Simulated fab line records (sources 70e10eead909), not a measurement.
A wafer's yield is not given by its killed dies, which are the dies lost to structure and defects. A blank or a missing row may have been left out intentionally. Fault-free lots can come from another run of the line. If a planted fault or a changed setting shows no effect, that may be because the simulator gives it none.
fab line records	flow nandHarc
[record] lots = 14	wafers = 42	lastDay = 26
route steps=1159 shown A_CONTACT@959 THIN_TSV@1126 END@1159
lots that met no fault: taken from a fault-free run of the same line
startH: the number of hours between the record's first day and the start of the first shown wafer of the lot	waitH: how many hours have passed since the lot's step before this one	" unchanged from the row above	L1.1+2: a row that stands for several wafers	- either no value or no given start	* or withheld: withheld	< > ~ a bound
route shown NAME@n: NAME is a module with steps in the file, n the number in the route of the first one	usual: the fault-free wafers' mean and standard deviation	same: alike in all rows	chamber/n: place in a boat	sites: readings site by site	_std_site: standard deviation across them	_edge_site: the outer-site mean with the inner-site mean subtracted	radiusMm: for every site, how far away it sits from the centre of the wafer	mask NAME#n: copy n	behind: tool/chamber where the wafer was last shaped	hold: cause of the lot's hold/its duration in hours/its outcome	device: which transistor (n, p or np) failed to switch	end of line: the route-end tests of the same wafers	where a step has no rows: the recipe by itself	killed: dies lost to structure and defects at the first sort, not the wafer's yield	map: a wafer's dies, marking killed ones x, the rest . and places with no die _
set.NAME: the setting that was run; set.NAME@STEP: the one run at that earlier step	model.NAME: the simulator's own value behind a step, which no gauge read
steps of the route over a sample of lots; a table a step, a row a wafer
services: when a tool's chamber went out of use (startH, in hours from the record's first day, below 0 if earlier), for how many hours, and the reason
[[steps]]
[step NHARC_A_CONTACT_CVD_19]
[recipe] targetThkA = 3000	tempC = 300	pressureTorr = 40	wf6FlowSccm = 40	h2FlowSccm = 1600	arFlowSccm = 1560	timeS = 802	material = W
[usual] heaterPowerW = 441/67	throttleValvePct = 7.89/0.19
lot.wafer	tool	chamber	startH	waitH	heaterPowerW	throttleValvePct
L224.4	cvdW-01	1	410.04	-	347	8.04
L224.3	"	0	"	"	471	7.84
L224.5	"	0	"	"	465	8.11
L225.1	cvdW-02	0	413.01	-	522	7.89
L225.3	"	1	"	"	430	7.87
L225.6	"	1	"	"	423	7.76
L226.1	cvdW-02	1	414.20	-	425	7.77
L226.2	"	0	"	"	510	7.86
L226.5	"	1	"	"	434	7.67
L228.2	cvdW-02	0	441.43	-	507	7.77
L228.5	"	0	"	"	517	7.81
L228.6	"	1	"	"	424	7.73
L227.1	cvdW-01	0	441.59	-	472	8.02
L227.3	"	0	"	"	471	8.22
L227.5	"	1	"	"	334	8.22
L229.1	cvdW-02	0	447.57	-	513	7.64
L229.2	"	1	"	"	426	7.95
L229.6	"	0	"	"	504	7.88
L230.1	cvdW-01	1	448.71	-	336	8.13
L230.4	"	1	"	"	336	8.28
L230.5	"	1	"	"	341	7.91
L231.2	cvdW-02	0	450.90	-	509	7.90
L231.3	"	0	"	"	510	7.96
L231.4	"	0	"	"	522	7.72
L233.2	cvdW-01	1	458.38	-	346	8.21
L233.4	"	0	"	"	470	8.02
L233.5	"	0	"	"	468	8.01
L232.2	cvdW-01	1	459.24	-	338	8.28
L232.3	"	1	"	"	334	7.93
L232.6	"	1	"	"	332	8.07
L234.2	cvdW-02	1	495.71	-	420	7.86
L234.4	"	0	"	"	510	7.74
L234.6	"	0	"	"	531	7.68
L244.2	cvdW-02	1	536.29	-	424	7.80
L244.1	"	0	"	"	521	7.67
L244.3	"	0	"	"	518	7.91
L246.1	cvdW-01	0	550.08	-	485	7.63
L246.2	"	1	"	"	341	7.85
L246.4	"	1	"	"	352	8.02
L247.2	cvdW-01	1	550.96	-	342	7.94
L247.3	"	0	"	"	491	8.07
L247.5	"	0	"	"	483	7.88
[step NHARC_THIN_TSV_STRIP_62]
[recipe] powerW = 1500	tempC = 250	timeS = 20	chemistry = N2/H2
[usual] drypumpMotorCurrentA = 5.9/0.47	heaterPowerW = 323/51
lot.wafer	tool	chamber	startH	waitH	drypumpMotorCurrentA	heaterPowerW	rfHoursCounterH
L224.4	plasmaAsher-02	0	447.42	-	5.6	299	-
L224.3	"	1	"	"	6.6	268	-
L224.5	"	0	"	"	5.5	291	-
L225.1	plasmaAsher-02	1	453.16	-	6.7	268	28
L225.3	"	0	"	"	5.6	299	-
L225.6	"	0	"	"	5.6	299	-
L226.2	plasmaAsher-02	1	454.19	-	6.7	265	29
L226.1	"	0	"	"	5.6	292	29
L226.5	"	0	"	"	5.6	296	-
L228.2	plasmaAsher-01	0	474.74	-	5.5	344	6
L228.5	"	1	"	"	5.9	397	-
L228.6	"	0	"	"	5.5	352	-
L227.1	plasmaAsher-02	1	475.73	-	6.6	271	40
L227.3	"	1	"	"	6.6	265	-
L227.5	"	1	"	"	6.7	267	-
L229.2	plasmaAsher-02	0	482.46	-	5.5	295	42
L229.1	"	1	"	"	6.7	273	42
L229.6	"	1	"	"	6.7	264	-
L230.1	plasmaAsher-02	1	483.08	-	6.7	272	42
L230.4	"	0	"	"	5.5	302	-
L230.5	"	1	"	"	6.7	267	-
L231.2	plasmaAsher-01	0	484.13	-	5.5	342	9
L231.4	"	1	"	"	5.9	402	-
L231.3	"	0	"	"	5.5	342	-
L232.2	plasmaAsher-01	0	499.18	-	5.5	350	13
L232.3	"	1	"	"	5.9	400	-
L232.6	"	0	"	"	5.5	337	-
L233.2	plasmaAsher-02	0	500.31	-	5.5	294	46
L233.4	"	0	"	"	5.6	295	-
L233.5	"	1	"	"	6.7	268	-
L234.2	plasmaAsher-01	0	540.01	-	5.5	342	26
L234.4	"	0	"	"	5.5	342	-
L234.6	"	1	"	"	5.9	400	-
L244.2	plasmaAsher-02	1	576.34	-	6.7	271	12
L244.1	"	0	"	"	5.6	291	12
L244.3	"	0	"	"	5.6	284	-
L246.2	plasmaAsher-01	1	587.83	-	5.9	390	46
L246.1	"	0	"	"	5.5	352	46
L246.4	"	0	"	"	5.5	350	-
L247.2	plasmaAsher-01	1	594.13	-	5.9	408	48
L247.3	"	1	"	"	5.9	407	-
L247.5	"	0	"	"	5.5	354	-
[step NHARC_THIN_TSV_CD_MEAS_33]
[recipe] targetCdNm = 5000	landingEnergyEv = 500
[usual] cdNm = 5000.3/1.8
[same] landingEnergyEv = 500
lot.wafer	tool	chamber	startH	waitH	cdNm
L224.3	cdSem-02	0	450.89	-	4999.8
L224.4	"	0	"	"	5000.3
L224.5	"	0	"	"	5000.1
L225.1	cdSem-02	0	456.46	-	5001.7
L225.3	"	0	"	"	5000.6
L225.6	"	0	"	"	4999.4
L226.1	cdSem-03	0	457.53	-	5001.6
L226.2	"	0	"	"	4999.5
L226.5	"	0	"	"	4999.6
L228.2	cdSem-02	0	478.05	-	5004.1
L228.5	"	0	"	"	5001.1
L228.6	"	0	"	"	5002.2
L227.1	cdSem-03	0	478.92	-	5000.9
L227.3	"	0	"	"	4999.4
L227.5	"	0	"	"	4999.2
L229.1	cdSem-03	0	485.83	-	5003.0
L229.2	"	0	"	"	5002.1
L229.6	"	0	"	"	5003.0
L230.1	cdSem-01	0	486.40	-	4997.4
L230.4	"	0	"	"	4998.3
L230.5	"	0	"	"	4999.0
L231.2	cdSem-02	0	487.45	-	5000.8
L231.3	"	0	"	"	4999.3
L231.4	"	0	"	"	5002.9
L232.2	cdSem-03	0	502.38	-	4999.9
L232.3	"	0	"	"	4999.4
L232.6	"	0	"	"	4999.0
L233.2	cdSem-03	0	503.60	-	4997.1
L233.4	"	0	"	"	5001.3
L233.5	"	0	"	"	5001.1
L234.2	cdSem-02	0	543.50	-	5000.3
L234.4	"	0	"	"	4998.6
L234.6	"	0	"	"	5000.7
L244.1	cdSem-03	0	579.52	-	4999.9
L244.2	"	0	"	"	5000.6
L244.3	"	0	"	"	4998.9
L246.1	cdSem-03	0	591.14	-	5003.5
L246.2	"	0	"	"	5003.8
L246.4	"	0	"	"	5003.1
L247.2	cdSem-01	0	597.44	-	4997.6
L247.3	"	0	"	"	4996.1
L247.5	"	0	"	"	4996.8
[step NHARC_THIN_TSV_STRIP_56]
[recipe] powerW = 1500	tempC = 250	chemistry = O2
[usual] drypumpMotorCurrentA = 5.9/0.45	heaterPowerW = 332/53
lot.wafer	tool	chamber	startH	waitH	drypumpMotorCurrentA	heaterPowerW	rfHoursCounterH
L224.4	plasmaAsher-02	0	451.66	0.2	5.6	298	-
L224.3	"	1	"	"	6.6	267	-
L224.5	"	1	"	"	6.6	268	-
L225.1	plasmaAsher-02	1	457.15	0.1	6.6	273	31
L225.3	"	1	"	"	6.6	272	-
L225.6	"	0	"	"	5.5	300	-
L226.1	plasmaAsher-02	0	458.23	0.1	5.6	297	32
L226.2	"	1	"	"	6.6	264	32
L226.5	"	1	"	"	6.6	260	-
L228.2	plasmaAsher-02	1	478.74	0.1	6.7	266	40
L228.5	"	0	"	"	5.6	296	-
L228.6	"	1	"	"	6.7	271	-
L227.1	plasmaAsher-01	0	479.59	0.1	5.5	350	8
L227.3	"	1	"	"	6.0	406	-
L227.5	"	1	"	"	6.0	401	-
L229.2	plasmaAsher-01	0	486.48	0.1	5.5	344	9
L229.1	"	1	"	"	6.0	405	9
L229.6	"	0	"	"	5.5	339	-
L230.1	plasmaAsher-01	0	487.05	0.1	5.5	346	10
L230.4	"	0	"	"	5.5	344	-
L230.5	"	0	"	"	5.5	355	-
L231.2	plasmaAsher-02	0	488.09	0.1	5.5	295	43
L231.3	"	0	"	"	5.5	297	-
L231.4	"	1	"	"	6.7	274	-
L232.2	plasmaAsher-02	1	503.07	0.1	6.6	269	47
L232.3	"	1	"	"	6.7	265	-
L232.6	"	1	"	"	6.7	268	-
L233.2	plasmaAsher-02	1	504.29	0.1	6.6	267	47
L233.4	"	0	"	"	5.6	290	-
L233.5	"	1	"	"	6.6	273	-
L234.2	plasmaAsher-01	0	544.72	0.7	5.5	341	28
L234.4	"	1	"	"	6.0	403	-
L234.6	"	1	"	"	6.0	387	-
L244.2	plasmaAsher-01	1	580.19	0.1	5.9	408	44
L244.1	"	0	"	"	5.5	349	44
L244.3	"	1	"	"	5.9	398	-
L246.1	plasmaAsher-01	1	591.80	0.1	6.0	415	47
L246.2	"	0	"	"	5.5	356	47
L246.4	"	1	"	"	6.0	413	-
L247.2	plasmaAsher-02	0	598.10	0.1	5.6	286	20
L247.3	"	0	"	"	5.6	289	-
L247.5	"	0	"	"	5.5	291	-
[step NHARC_END_SORT_01]
[recipe] tempC = 25
[usual] killedAtArray = 27/12	killedAtOther = 0.5/0.9	killedAtPeriphery = 3.7/2.7	killedDies = 31/12	killedOpen = 3.3/2	killedShort = 2.0/1.4
[same] grossDies = 677
lot.wafer	tool	chamber	startH	waitH	killedAtArray	killedAtOther	killedAtPeriphery	killedDies	killedOpen	killedShort
L224.3	prober-01	0	473.95	3.1	27	0	11	38	2	4
L224.4	prober-01	0	474.75	3.4	19	0	7	26	3	1
L224.5	prober-01	0	475.54	3.7	22	0	6	28	4	2
L226.1	prober-02	0	480.15	2.5	17	0	3	20	3	4
L226.2	prober-02	0	480.96	2.8	13	1	4	18	2	2
L226.5	prober-02	0	483.40	3.7	15	0	4	19	4	3
L225.1	prober-01	0	487.89	2.5	31	1	4	36	11	2
L225.3	prober-01	0	489.50	3.1	32	0	3	35	11	0
L225.6	prober-01	0	491.90	4.0	22	0	3	25	2	2
L227.1	prober-02	0	488.06	2.5	10	0	2	12	0	0
L227.3	prober-02	0	489.66	3.1	11	0	4	15	4	1
L227.5	prober-02	0	491.27	3.7	10	0	2	12	3	1
L229.1	prober-02	0	495.87	2.5	28	0	4	32	3	0
L229.2	prober-02	0	496.67	2.8	23	3	6	32	3	0
L229.6	prober-02	0	499.84	4.0	17	0	2	19	0	2
L228.2	prober-01	0	496.53	2.8	13	0	2	15	0	1
L228.5	prober-01	0	498.97	3.7	29	0	0	29	2	1
L228.6	prober-01	0	499.78	4.1	30	4	0	34	6	1
L230.1	prober-02	0	503.62	2.5	23	1	13	37	3	2
L230.4	prober-02	0	506.04	3.4	27	0	6	33	1	4
L230.5	prober-02	0	506.84	3.7	26	0	9	35	3	4
L231.2	prober-01	0	504.33	2.8	20	0	4	24	5	3
L231.3	prober-01	0	505.12	3.1	20	0	2	22	2	3
L231.4	prober-01	0	505.91	3.3	17	1	2	20	4	4
L233.2	prober-01	0	512.13	2.8	110	0	6	116	3	5
L233.4	prober-01	0	513.71	3.4	113	0	2	115	2	3
L233.5	prober-01	0	514.50	3.7	110	1	4	115	6	1
L232.2	prober-02	0	512.24	2.8	120	1	7	128	4	2
L232.3	prober-02	0	513.03	3.1	117	0	5	122	2	4
L232.6	prober-02	0	515.40	4.0	113	2	7	122	6	1
L234.2	prober-01	0	553.56	2.8	41	0	4	45	6	3
L234.4	prober-01	0	555.14	3.4	41	1	7	49	3	4
L234.6	prober-01	0	556.72	4.0	51	0	7	58	5	3
L244.1	prober-02	0	586.31	2.5	12	1	5	18	3	5
L244.2	prober-02	0	587.11	2.8	13	1	1	15	2	3
L244.3	prober-02	0	587.91	3.1	20	2	3	25	5	3
L246.1	prober-02	0	601.99	2.5	18	1	2	21	4	3
L246.2	prober-02	0	602.80	2.8	9	0	1	10	0	3
L246.4	prober-02	0	604.40	3.4	6	0	1	7	1	1
L247.2	prober-02	0	610.64	2.8	26	1	2	29	3	1
L247.3	prober-02	0	611.45	3.1	30	0	1	31	2	1
L247.5	prober-02	0	613.07	3.7	26	0	3	29	0	1
// killed by level:class
L224.3 A_CHANNEL_HOLE_D1:chamberFilmFlake=11 A_SLIT:chamberFilmFlake=8 P_ZERO_WELL:chamberFilmFlake=3 P_STI:chamberFilmFlake=3 A_STAIRCASE:chamberFilmFlake=3 P_CONTACT:geometricParticle:open=2 P_GATE:chamberFilmFlake=2 A_CHANNEL_FILL_D1:geometricParticle:short=1
L224.4 A_CHANNEL_HOLE_D1:chamberFilmFlake=9 A_SLIT:chamberFilmFlake=7 P_ZERO_WELL:chamberFilmFlake=3 A_M0:geometricParticle:open=2 P_BONDPAD:chamberFilmFlake=2 P_CONTACT:geometricParticle:open=1 A_M0:geometricParticle:short=1 P_STI:chamberFilmFlake=1
L224.5 A_CHANNEL_HOLE_D1:chamberFilmFlake=10 A_SLIT:chamberFilmFlake=5 P_ZERO_WELL:chamberFilmFlake=2 P_BONDPAD:chamberFilmFlake=2 P_CONTACT:geometricParticle:open=1 A_ONON_D1:geometricParticle:short=1 A_ONON_D1:geometricParticle:open=1 A_CHANNEL_FILL_D1:geometricParticle:open=1
L226.1 A_M1:chamberFilmFlake=4 A_WL_FILL:geometricParticle:short=3 A_CHANNEL_FILL_D1:chamberFilmFlake=3 A_ZERO_WELL:chamberFilmFlake=2 A_CONTACT:chamberFilmFlake=2 P_CONTACT:geometricParticle:short=1 P_M2:geometricParticle:open=1 A_CHANNEL_FILL_D1:geometricParticle:open=1
L226.2 A_M1:chamberFilmFlake=4 P_CONTACT:chamberFilmFlake=2 A_CHANNEL_FILL_D1:chamberFilmFlake=2 P_M2:geometricParticle:short=1 A_ONON_D1:geometricParticle:short=1 A_CONTACT:geometricParticle:open=1 A_M0:geometricParticle:open=1 P_GATE:chamberFilmFlake=1
L226.5 A_CHANNEL_HOLE_D1:chamberFilmFlake=3 A_CONTACT:geometricParticle:open=2 P_GATE:chamberFilmFlake=2 A_M1:chamberFilmFlake=2 A_ONON_D1:geometricParticle:short=1 A_CHANNEL_HOLE_D1:geometricParticle:short=1 A_CHANNEL_FILL_D1:geometricParticle:open=1 A_CONTACT:geometricParticle:short=1
L225.1 A_CHANNEL_HOLE_D1:chamberFilmFlake=12 A_CONTACT:geometricParticle:open=5 A_CONTACT:chamberFilmFlake=3 A_BLC:geometricParticle:open=2 P_GATE:chamberFilmFlake=2 A_WL_FILL:chamberFilmFlake=2 P_STI:geometricParticle:open=1 A_ONON_D1:geometricParticle:open=1
L227.1 A_CONTACT:chamberFilmFlake=5 P_STI:chamberFilmFlake=2 A_CHANNEL_HOLE_D1:chamberFilmFlake=2 A_CHANNEL_FILL_D1:chamberFilmFlake=1 A_SLIT:chamberFilmFlake=1 A_BONDPAD:chamberFilmFlake=1
L225.3 A_CHANNEL_HOLE_D1:chamberFilmFlake=17 A_CONTACT:geometricParticle:open=4 A_M0:geometricParticle:open=3 P_GATE:chamberFilmFlake=2 A_STAIRCASE:chamberFilmFlake=2 A_CONTACT:chamberFilmFlake=2 P_M2:geometricParticle:open=1 A_CHANNEL_HOLE_D1:geometricParticle:open=1
L227.3 A_CHANNEL_HOLE_D1:chamberFilmFlake=5 P_M0:geometricParticle:open=1 A_SOURCE_PLATE:geometricParticle:short=1 A_ONON_D1:geometricParticle:open=1 A_WL_FILL:geometricParticle:open=1 A_M0:geometricParticle:open=1 P_ZERO_WELL:chamberFilmFlake=1 P_GATE:chamberFilmFlake=1
L227.5 A_CHANNEL_HOLE_D1:chamberFilmFlake=5 A_CHANNEL_FILL_D1:geometricParticle:short=1 A_WL_FILL:geometricParticle:open=1 A_CONTACT:geometricParticle:open=1 A_BLC:geometricParticle:open=1 P_ZERO_WELL:chamberFilmFlake=1 P_M0:chamberFilmFlake=1 A_SLIT:chamberFilmFlake=1
L225.6 A_CHANNEL_HOLE_D1:chamberFilmFlake=12 A_CONTACT:chamberFilmFlake=4 A_STAIRCASE:chamberFilmFlake=3 P_M0:geometricParticle:short=1 A_SOURCE_PLATE:geometricParticle:short=1 A_ONON_D1:geometricParticle:open=1 A_M0:geometricParticle:open=1 P_STI:chamberFilmFlake=1
L229.1 A_SLIT:chamberFilmFlake=12 A_CHANNEL_HOLE_D1:chamberFilmFlake=5 A_STAIRCASE:chamberFilmFlake=5 A_ZERO_WELL:chamberFilmFlake=3 P_ZERO_WELL:chamberFilmFlake=2 P_STI:chamberFilmFlake=2 A_ONON_D1:geometricParticle:open=1 A_WL_FILL:geometricParticle:open=1
L228.2 A_CHANNEL_HOLE_D1:chamberFilmFlake=7 A_STAIRCASE:chamberFilmFlake=3 A_CONTACT:chamberFilmFlake=3 P_STI:geometricParticle:short=1 P_STI:chamberFilmFlake=1
L229.2 A_SLIT:chamberFilmFlake=13 THIN_TSV:chamberFilmFlake=3 A_WL_FILL:geometricParticle:open=2 P_ZERO_WELL:chamberFilmFlake=2 A_CHANNEL_HOLE_D1:chamberFilmFlake=2 A_STAIRCASE:chamberFilmFlake=2 A_ONON_D1:geometricParticle:open=1 P_STI:chamberFilmFlake=1
L228.5 A_CHANNEL_HOLE_D1:chamberFilmFlake=16 A_CONTACT:chamberFilmFlake=6 A_STAIRCASE:chamberFilmFlake=3 A_SGD_CUT:geometricParticle:short=1 A_CONTACT:geometricParticle:open=1 A_M0:geometricParticle:open=1 A_SGD_CUT:chamberFilmFlake=1
L228.6 A_CHANNEL_HOLE_D1:chamberFilmFlake=18 THIN_TSV:chamberFilmFlake=4 A_BONDPAD:chamberFilmFlake=3 A_ONON_D1:geometricParticle:open=2 A_WL_FILL:geometricParticle:open=2 A_BLC:geometricParticle:open=2 A_WL_FILL:geometricParticle:short=1 A_STAIRCASE:chamberFilmFlake=1
L229.6 A_SLIT:chamberFilmFlake=8 A_CHANNEL_HOLE_D1:chamberFilmFlake=3 A_CONTACT:chamberFilmFlake=2 P_M0:geometricParticle:short=1 A_WL_FILL:geometricParticle:short=1 P_ZERO_WELL:chamberFilmFlake=1 A_CHANNEL_FILL_D1:chamberFilmFlake=1 A_STAIRCASE:chamberFilmFlake=1
L230.1 A_CHANNEL_HOLE_D1:chamberFilmFlake=14 P_ZERO_WELL:chamberFilmFlake=6 P_STI:chamberFilmFlake=5 A_STAIRCASE:chamberFilmFlake=2 A_SLIT:geometricParticle:open=1 A_WL_FILL:geometricParticle:short=1 A_CONTACT:geometricParticle:short=1 A_M0:geometricParticle:open=1
L231.2 A_SLIT:chamberFilmFlake=6 A_CONTACT:chamberFilmFlake=4 A_STAIRCASE:chamberFilmFlake=3 A_CONTACT:geometricParticle:open=2 P_STI:geometricParticle:open=1 P_GATE:geometricParticle:short=1 P_GATE:geometricParticle:open=1 A_CHANNEL_FILL_D1:geometricParticle:open=1
L231.3 A_SLIT:chamberFilmFlake=7 A_CONTACT:chamberFilmFlake=5 A_STAIRCASE:chamberFilmFlake=3 P_GATE:geometricParticle:open=1 A_CHANNEL_FILL_D1:geometricParticle:short=1 A_WL_FILL:geometricParticle:short=1 A_CONTACT:geometricParticle:short=1 A_BLC:geometricParticle:open=1
L231.4 A_SLIT:chamberFilmFlake=4 A_ONON_D1:geometricParticle:short=2 A_CHANNEL_HOLE_D1:chamberFilmFlake=2 A_STAIRCASE:chamberFilmFlake=2 P_M0:geometricParticle:open=1 P_M1:geometricParticle:open=1 A_ONON_D1:geometricParticle:open=1 A_CONTACT:geometricParticle:short=1
L230.4 A_CHANNEL_HOLE_D1:chamberFilmFlake=15 A_STAIRCASE:chamberFilmFlake=4 P_ZERO_WELL:chamberFilmFlake=3 A_CONTACT:chamberFilmFlake=2 P_GATE:geometricParticle:short=1 P_M0:geometricParticle:open=1 A_SOURCE_PLATE:geometricParticle:short=1 A_CHANNEL_FILL_D1:geometricParticle:short=1
L230.5 A_CHANNEL_HOLE_D1:chamberFilmFlake=14 P_ZERO_WELL:chamberFilmFlake=3 P_STI:chamberFilmFlake=3 A_ONON_D1:geometricParticle:short=2 P_CONTACT:chamberFilmFlake=2 A_STAIRCASE:chamberFilmFlake=2 A_WL_FILL:chamberFilmFlake=2 P_M0:geometricParticle:short=1
L233.2 A_CONTACT:unspecified=90 A_CHANNEL_HOLE_D1:chamberFilmFlake=5 A_STAIRCASE:chamberFilmFlake=5 P_STI:chamberFilmFlake=3 A_CONTACT:chamberFilmFlake=3 A_WL_FILL:geometricParticle:short=2 P_GATE:geometricParticle:open=1 P_M0:geometricParticle:open=1
L232.2 A_CONTACT:unspecified=97 A_CHANNEL_HOLE_D1:chamberFilmFlake=18 P_GATE:chamberFilmFlake=3 A_STAIRCASE:chamberFilmFlake=2 P_M0:geometricParticle:open=1 P_M1:geometricParticle:open=1 A_ONON_D1:geometricParticle:open=1 A_ONON_D1:geometricParticle:short=1
L232.3 A_CONTACT:unspecified=94 A_CHANNEL_HOLE_D1:chamberFilmFlake=15 P_M0:chamberFilmFlake=2 P_STI:geometricParticle:short=1 P_CONTACT:geometricParticle:short=1 A_CHANNEL_FILL_D1:geometricParticle:open=1 A_WL_FILL:geometricParticle:open=1 A_BLC:geometricParticle:short=1
L233.4 A_CONTACT:unspecified=97 A_STAIRCASE:chamberFilmFlake=6 A_CHANNEL_HOLE_D1:chamberFilmFlake=4 A_WL_FILL:geometricParticle:short=2 A_CONTACT:chamberFilmFlake=2 P_M0:geometricParticle:open=1 A_ONON_D1:geometricParticle:short=1 A_CONTACT:geometricParticle:open=1
L233.5 A_CONTACT:unspecified=100 A_CONTACT:chamberFilmFlake=3 P_STI:chamberFilmFlake=2 P_GATE:geometricParticle:open=1 P_M0:geometricParticle:open=1 A_ONON_D1:geometricParticle:open=1 A_STAIRCASE:geometricParticle:open=1 A_CONTACT:geometricParticle:short=1
L232.6 A_CONTACT:unspecified=84 A_CHANNEL_HOLE_D1:chamberFilmFlake=21 P_M0:chamberFilmFlake=4 P_M1:geometricParticle:open=2 A_CHANNEL_FILL_D1:geometricParticle:open=2 A_STAIRCASE:chamberFilmFlake=2 A_CONTACT:chamberFilmFlake=2 P_M2:geometricParticle:open=1
L234.2 A_CHANNEL_HOLE_D1:chamberFilmFlake=17 A_SLIT:chamberFilmFlake=11 P_M1:chamberFilmFlake=3 A_M0:geometricParticle:open=2 A_CONTACT:chamberFilmFlake=2 A_SOURCE_PLATE:geometricParticle:short=1 A_ONON_D1:geometricParticle:open=1 A_CHANNEL_FILL_D1:geometricParticle:open=1
L234.4 A_CHANNEL_HOLE_D1:chamberFilmFlake=21 A_CONTACT:chamberFilmFlake=6 A_SLIT:chamberFilmFlake=6 P_M1:chamberFilmFlake=4 A_SOURCE_PLATE:geometricParticle:short=2 A_STAIRCASE:chamberFilmFlake=2 P_M1:geometricParticle:open=1 A_CHANNEL_FILL_D1:geometricParticle:open=1
L234.6 A_CHANNEL_HOLE_D1:chamberFilmFlake=18 A_SLIT:chamberFilmFlake=12 A_CONTACT:chamberFilmFlake=9 A_SOURCE_PLATE:geometricParticle:open=3 A_CHANNEL_FILL_D1:geometricParticle:short=3 P_M1:chamberFilmFlake=3 P_STI:chamberFilmFlake=2 P_GATE:chamberFilmFlake=2
L244.1 P_M0:geometricParticle:open=3 A_CHANNEL_HOLE_D1:chamberFilmFlake=3 A_CONTACT:chamberFilmFlake=3 P_M0:geometricParticle:short=2 A_ONON_D1:geometricParticle:short=1 A_CHANNEL_FILL_D1:geometricParticle:short=1 A_WL_FILL:geometricParticle:short=1 A_CHANNEL_FILL_D1:chamberFilmFlake=1
L244.2 A_CONTACT:chamberFilmFlake=5 A_CHANNEL_HOLE_D1:chamberFilmFlake=3 A_WL_FILL:geometricParticle:short=2 P_CONTACT:geometricParticle:short=1 A_SOURCE_PLATE:geometricParticle:open=1 A_M0:geometricParticle:open=1 A_CHANNEL_FILL_D1:chamberFilmFlake=1 THIN_TSV:chamberFilmFlake=1
L244.3 A_CHANNEL_HOLE_D1:chamberFilmFlake=7 A_CONTACT:chamberFilmFlake=4 A_STAIRCASE:chamberFilmFlake=3 P_CONTACT:geometricParticle:short=2 A_CONTACT:geometricParticle:open=2 THIN_TSV:chamberFilmFlake=2 P_GATE:geometricParticle:open=1 A_ONON_D1:geometricParticle:open=1
L246.1 A_CHANNEL_HOLE_D1:chamberFilmFlake=12 A_CONTACT:geometricParticle:open=2 P_STI:geometricParticle:short=1 A_CHANNEL_HOLE_D1:geometricParticle:short=1 A_CHANNEL_FILL_D1:geometricParticle:short=1 A_M0:geometricParticle:open=1 P_GATE:chamberFilmFlake=1 STARTING-WAFER:geometricParticle:open=1
L246.2 A_CHANNEL_HOLE_D1:chamberFilmFlake=5 P_GATE:geometricParticle:short=1 A_CHANNEL_FILL_D1:geometricParticle:short=1 A_WL_FILL:geometricParticle:short=1 A_SLIT:chamberFilmFlake=1 A_CONTACT:chamberFilmFlake=1
L246.4 A_CHANNEL_HOLE_D1:chamberFilmFlake=3 P_M0:geometricParticle:short=1 A_CHANNEL_FILL_D1:geometricParticle:open=1 A_ZERO_WELL:chamberFilmFlake=1 A_SLIT:chamberFilmFlake=1
L247.2 A_SLIT:chamberFilmFlake=19 A_CHANNEL_HOLE_D1:chamberFilmFlake=3 P_M2:geometricParticle:short=1 A_CHANNEL_FILL_D1:geometricParticle:open=1 A_BLC:geometricParticle:open=1 STARTING-WAFER:geometricParticle:open=1 P_GATE:chamberFilmFlake=1 A_STAIRCASE:chamberFilmFlake=1
L247.3 A_SLIT:chamberFilmFlake=19 A_CHANNEL_HOLE_D1:chamberFilmFlake=5 A_CONTACT:geometricParticle:open=2 A_M0:geometricParticle:short=1 P_STI:chamberFilmFlake=1 A_ZERO_WELL:chamberFilmFlake=1 A_STAIRCASE:chamberFilmFlake=1 A_CONTACT:chamberFilmFlake=1
L247.5 A_SLIT:chamberFilmFlake=14 A_CHANNEL_HOLE_D1:chamberFilmFlake=7 P_STI:chamberFilmFlake=2 A_STAIRCASE:chamberFilmFlake=2 A_CHANNEL_FILL_D1:geometricParticle:short=1 P_ZERO_WELL:chamberFilmFlake=1 A_WL_FILL:chamberFilmFlake=1 A_CONTACT:chamberFilmFlake=1
[[services]]
tool	chamber	startH	hours	kind
cvdW-02	-	387.19	13.0	pm
cvdW-02	0	387.19	13.0	ventCycle
cvdW-02	1	387.19	13.0	ventCycle
cvdW-02	0	400.19	-	clean
cvdW-02	1	400.19	-	clean
plasmaAsher-02	-	434.89	1.0	repair
cvdW-01	0	444.03	12.0	repair
cvdW-01	1	447.00	1.7	repair
cvdW-02	1	449.08	3.4	repair
plasmaAsher-01	-	453.18	9.0	pm
plasmaAsher-01	0	453.18	9.0	ventCycle
plasmaAsher-01	1	453.18	9.0	ventCycle
plasmaAsher-01	0	462.18	-	clean
plasmaAsher-01	1	462.18	-	clean
cvdW-01	-	477.88	13.0	pm
cvdW-01	0	477.88	13.0	ventCycle
cvdW-01	1	477.88	13.0	ventCycle
cvdW-01	0	490.88	-	clean
plasmaAsher-02	-	537.54	9.0	pm
plasmaAsher-02	0	537.54	9.0	ventCycle
plasmaAsher-02	1	537.54	9.0	ventCycle
plasmaAsher-02	0	546.54	-	clean
plasmaAsher-02	1	546.54	-	clean
cvdW-02	-	569.59	13.0	pm
[[key]]
[firstSign] step = NHARC_END_SORT_01	reading = killedAtArray	direction = up	sigmas = 7.5	usual = 27	struck = 114
[effect] step = NHARC_END_SORT_01	reading = killedDies	direction = up	sigmas = 7.3	usual = 31	struck = 120
[moreKillsBornAt] NHARC_A_CONTACT_CVD_19@cvdW-01 = 562
metAt NHARC_A_CONTACT_CVD_19
struckLots L232,L233
testerLeftOut L232,L233
notActingAt NHARC_THIN_TSV_STRIP_62,NHARC_THIN_TSV_CD_MEAS_33,NHARC_THIN_TSV_STRIP_56
[fault] kind = chamberParticleSource	tool = cvdW-01	chamber = -	onsetH = 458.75	steps = NHARC_A_CONTACT_CVD_19	ratePerVisitCm2 = 1.0619	endH = 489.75
// testerLeftOut: of these lots the tester's yield and bins aren't shown, on N5 and GAA mostly nor the transistor test; their killed dies are dies lost to structure and defects alone, not to doping, threshold or leakage, so they don't give the yield
